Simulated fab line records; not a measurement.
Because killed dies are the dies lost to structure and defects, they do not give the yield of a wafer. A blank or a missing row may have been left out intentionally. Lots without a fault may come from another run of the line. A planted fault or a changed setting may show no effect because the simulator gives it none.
Split-lot trial :: flow n5-finfet :: 21 wafers read across 7 lots, on a route 1938 steps long

SPLIT DETAILS
At N5_HKMG_FIN_EXPOSE_09 (exposes mask NWFM), the setting dose-mj was moved away from the recipe's 39.25 on 5 of the 21 wafers read, by -7.4% to +4.9%. The other wafers ran this setting at the recipe's value.

FROM THE SPLIT TO THE READING: what the file shows between them, 2 steps
- N5_HKMG_FIN_PEB_10: peb time 60 s
- N5_HKMG_FIN_DEVELOP_11: develop time 30 s

THE READING
cd-nm at N5_HKMG_FIN_CD_MEAS_12, given in nm (cd target 92.8 nm). Typical for fault-free wafers on this fab line: 92.3 nm, with standard deviation 0.83 nm.

wafer: L077.1
tool, chamber at the split: arfi-scanner-03, 0
dose-mj as run: 39.25
against the recipe: recipe
cd-nm, nm: 92.5
against lot-mates on the recipe: -

wafer: L077.4
tool, chamber at the split: arfi-scanner-03, 0
dose-mj as run: 39.25
against the recipe: recipe
cd-nm, nm: 91.4
against lot-mates on the recipe: -

wafer: L077.5
tool, chamber at the split: arfi-scanner-03, 0
dose-mj as run: 37.2
against the recipe: -5.2%
cd-nm, nm: 89.1
against lot-mates on the recipe: -2.9

wafer: L081.2
tool, chamber at the split: arfi-scanner-01, 0
dose-mj as run: 39.25
against the recipe: recipe
cd-nm, nm: 90.9
against lot-mates on the recipe: -

wafer: L081.4
tool, chamber at the split: arfi-scanner-01, 0
dose-mj as run: 39.25
against the recipe: recipe
cd-nm, nm: 92.4
against lot-mates on the recipe: -

wafer: L081.6
tool, chamber at the split: arfi-scanner-01, 0
dose-mj as run: 39.25
against the recipe: recipe
cd-nm, nm: 92.1
against lot-mates on the recipe: -

wafer: L083.2
tool, chamber at the split: arfi-scanner-02, 0
dose-mj as run: 39.25
against the recipe: recipe
cd-nm, nm: 91.7
against lot-mates on the recipe: -

wafer: L083.5
tool, chamber at the split: arfi-scanner-02, 0
dose-mj as run: 39.25
against the recipe: recipe
cd-nm, nm: 92.4
against lot-mates on the recipe: -

wafer: L083.6
tool, chamber at the split: arfi-scanner-02, 0
dose-mj as run: 39.25
against the recipe: recipe
cd-nm, nm: 91.2
against lot-mates on the recipe: -

wafer: L084.2
tool, chamber at the split: arfi-scanner-01, 0
dose-mj as run: 36.35
against the recipe: -7.4%
cd-nm, nm: 87.6
against lot-mates on the recipe: -4.2

wafer: L084.3
tool, chamber at the split: arfi-scanner-01, 0
dose-mj as run: 39.25
against the recipe: recipe
cd-nm, nm: 91.4
against lot-mates on the recipe: -

wafer: L084.4
tool, chamber at the split: arfi-scanner-01, 0
dose-mj as run: 39.25
against the recipe: recipe
cd-nm, nm: 92.1
against lot-mates on the recipe: -

wafer: L086.3
tool, chamber at the split: arfi-scanner-02, 0
dose-mj as run: 39.25
against the recipe: recipe
cd-nm, nm: 91.1
against lot-mates on the recipe: -

wafer: L086.4
tool, chamber at the split: arfi-scanner-02, 0
dose-mj as run: 38.31
against the recipe: -2.4%
cd-nm, nm: 90.6
against lot-mates on the recipe: -1.1

wafer: L086.5
tool, chamber at the split: arfi-scanner-02, 0
dose-mj as run: 39.25
against the recipe: recipe
cd-nm, nm: 92.2
against lot-mates on the recipe: -

wafer: L089.1
tool, chamber at the split: arfi-scanner-02, 0
dose-mj as run: 39.25
against the recipe: recipe
cd-nm, nm: 91.8
against lot-mates on the recipe: -

wafer: L089.5
tool, chamber at the split: arfi-scanner-02, 0
dose-mj as run: 39.25
against the recipe: recipe
cd-nm, nm: 94.4
against lot-mates on the recipe: -

wafer: L089.6
tool, chamber at the split: arfi-scanner-02, 0
dose-mj as run: 39.25
against the recipe: recipe
cd-nm, nm: 92.3
against lot-mates on the recipe: -

wafer: L097.1
tool, chamber at the split: arfi-scanner-02, 0
dose-mj as run: 41.19
against the recipe: +4.9%
cd-nm, nm: 95.3
against lot-mates on the recipe: +4.2

wafer: L097.3
tool, chamber at the split: arfi-scanner-02, 0
dose-mj as run: 41.19
against the recipe: +4.9%
cd-nm, nm: 95.5
against lot-mates on the recipe: +4.4

wafer: L097.6
tool, chamber at the split: arfi-scanner-02, 0
dose-mj as run: 39.25
against the recipe: recipe
cd-nm, nm: 91.1
against lot-mates on the recipe: -

THE FIT
A straight line over all 21 wafers: cd-nm changes by +0.621 nm for each +1% of dose-mj; r = +0.91; the points scatter about the line by 0.77 nm.
The same after taking each lot's own level away (the mean of its wafers on the recipe; 21 wafers): +0.671 nm for each +1%; r = +0.93; scatter 0.72 nm.
According to that fit, moving dose-mj by its largest amount changes the reading by 5 nm.
From 91.10 to 92.83 nm: that is the span of the lots' own levels, equal to 2.1 times the standard deviation above.
Consequently the slope shifts little with the lot-to-lot level, the two slopes agreeing.
Check: with one of the wafers moved furthest among these (-7.4%) left out of the fit, the line predicts -5.22 nm for it against its lot-mates. Against them it came out at -4.15 nm.

OTHER SPLITS ON THESE WAFERS
These wafers also went through other splits before the reading. Each is held against what the fit with the lots' levels taken away leaves over:
other split on the same wafers: N5_SD_EPI_N_ETCH_35 time-s
wafers away from the commonest value: 9
r with cd-nm (lot level and that fit taken away): +0.18

other split on the same wafers: N5_SDB_EXPOSE_08 dose-mj
wafers away from the commonest value: 8
r with cd-nm (lot level and that fit taken away): +0.33

other split on the same wafers: N5_HKMG_FIN_COAT_06 spin-rpm
wafers away from the commonest value: 6
r with cd-nm (lot level and that fit taken away): -0.08

FILE'S OWN FIT
cd-nm changes by +0.624 nm for each +1% of dose-mj, r = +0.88.
